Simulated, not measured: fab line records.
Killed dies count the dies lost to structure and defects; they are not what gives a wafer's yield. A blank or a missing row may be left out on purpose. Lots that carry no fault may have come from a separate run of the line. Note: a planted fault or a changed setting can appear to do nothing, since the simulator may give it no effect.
A lot that was struck, set against a sound lot -- flow n5Finfet -- 15 out of 1938 route steps
Sound: these wafers, L279.1, L279.4, L279.5. Struck: wafers L287.3, L287.4. (L287.6 of the same lot was not struck and is left out.) The cause comes at the end.
At each step with rows: each side's tool, then ch and its chambers, then its first start. Under that, the readings that differ: sound wafers -- struck wafers -- difference of the means -- sigmas: that difference in standard deviations of wafers without a fault.
alike: readings with means less than 2 such deviations apart, plus words and numbers identical on both sides. not compared: withheld readings, readings lacking a value on some wafer, bounds such as >300 that could conceal the same value, and numbers that have no deviation in the record and whose values overlap.
A row with sigmas, a row that says differs or no value, or rows on one side alone: a step with any of these is where the two part. Numbers that have no deviation but don't overlap get no sigmas and don't part them. Lack of a reading on every wafer of one side parts them only where that side has two or more wafers.

N5_BEOL_M7_CURE_75: cures SiCOH lowk, time 120 s.
  sound on uvCure-02 ch 1, day 11 17:38; struck on uvCure-02 ch 0, day 13 21:19
  alike: lampPowerPct, wafer_temp_C_max
N5_BEOL_M7_DEGAS_44: time 60 s.
  struck on pvdSputter-03, day 13 21:33; sound on pvdSputter-02, day 11 18:29
  alike: heaterPowerW
then, 1 step without rows for these wafers: N5_BEOL_M7_PRE_CLEAN_45 (time 30 s).
N5_BEOL_M7_ALD_77: deposits TaN, target thk 2 nm, pulse time 2 s, purge time 3 s.
  sound on aldMetal-04 ch 0,1,3, day 11 18:35; struck on aldMetal-04 ch 0,1, day 13 21:42
  alike: heaterPowerW
then, 4 steps without rows for these wafers: N5_BEOL_M7_SURFACE_TREAT_79; N5_BEOL_M7_CVD_78 (deposits Co from CCTBA/H2, target thk 2 nm, time 142.3 s); N5_BEOL_M7_SPUTTER_48 (material Cu, target thk 10 nm, time 1.667 s); N5_BEOL_M7_ECD_50 (material Cu, target thk 300 nm).
N5_BEOL_M7_ANNEAL_51: time 90 s.
  sound on rtpAnneal-02 ch 0, day 11 19:31; struck on rtpAnneal-01 ch 0, day 14 00:11
  alike: wafer_temp_C_max
N5_BEOL_M7_CMP_52: polishes, stops on SiCOH lowk, t overpolish 6.9 s, target thk 80 nm.
  sound on cmp-03 ch 1,2, day 11 19:48; struck on cmp-03 ch 1,3, day 14 00:23
  alike: barrierFieldEndpointS, motorCurrentA, overpolishRunS, timeToEndpointS
N5_BEOL_M7_THK_MEAS_53: measures by xrf.
  struck on filmMetro-02, day 14 00:41; sound on filmMetro-01, day 11 20:06
  alike: M7_THK
then, 1 step without rows for these wafers: N5_BEOL_M7_PRE_CLEAN_55 (time 15 s).
N5_BEOL_M7_DEP_56: deposits SiCN from 3MS/NH3, target thk 10 nm, time 17.5 s.
  sound on pecvd-02 ch 0,2, day 11 20:10; struck on pecvd-02 ch 0,1, day 14 00:45
reading,sound,struck,difference,sigmas
model.SiCN_of_BEOL_M7_DEP_56.thkNm (nm),10 10 10.4,8.8 8.6,-1.4,
  alike: showerheadPlenumPTorr, throttleValvePct
N5_BEOL_M7_RS_MEAS_57: measures by four-point-probe.
  struck on filmMetro-02, day 14 00:49; sound on filmMetro-02, day 11 20:14
reading,sound,struck,difference,sigmas
M7_RS (ohm/sq),0.297 0.294 0.300,0.274 0.279,-0.020,-2
N5_PASSIVATION_PROBE_49:
  rows exist in the record for the sound wafers here (prober-01, day 15 03:01), none for the struck ones

## WHERE THEY PART
Last at N5_PASSIVATION_PROBE_49 as far as this record goes, first at N5_BEOL_M7_RS_MEAS_57.

WHY: the cause the simulator had injected
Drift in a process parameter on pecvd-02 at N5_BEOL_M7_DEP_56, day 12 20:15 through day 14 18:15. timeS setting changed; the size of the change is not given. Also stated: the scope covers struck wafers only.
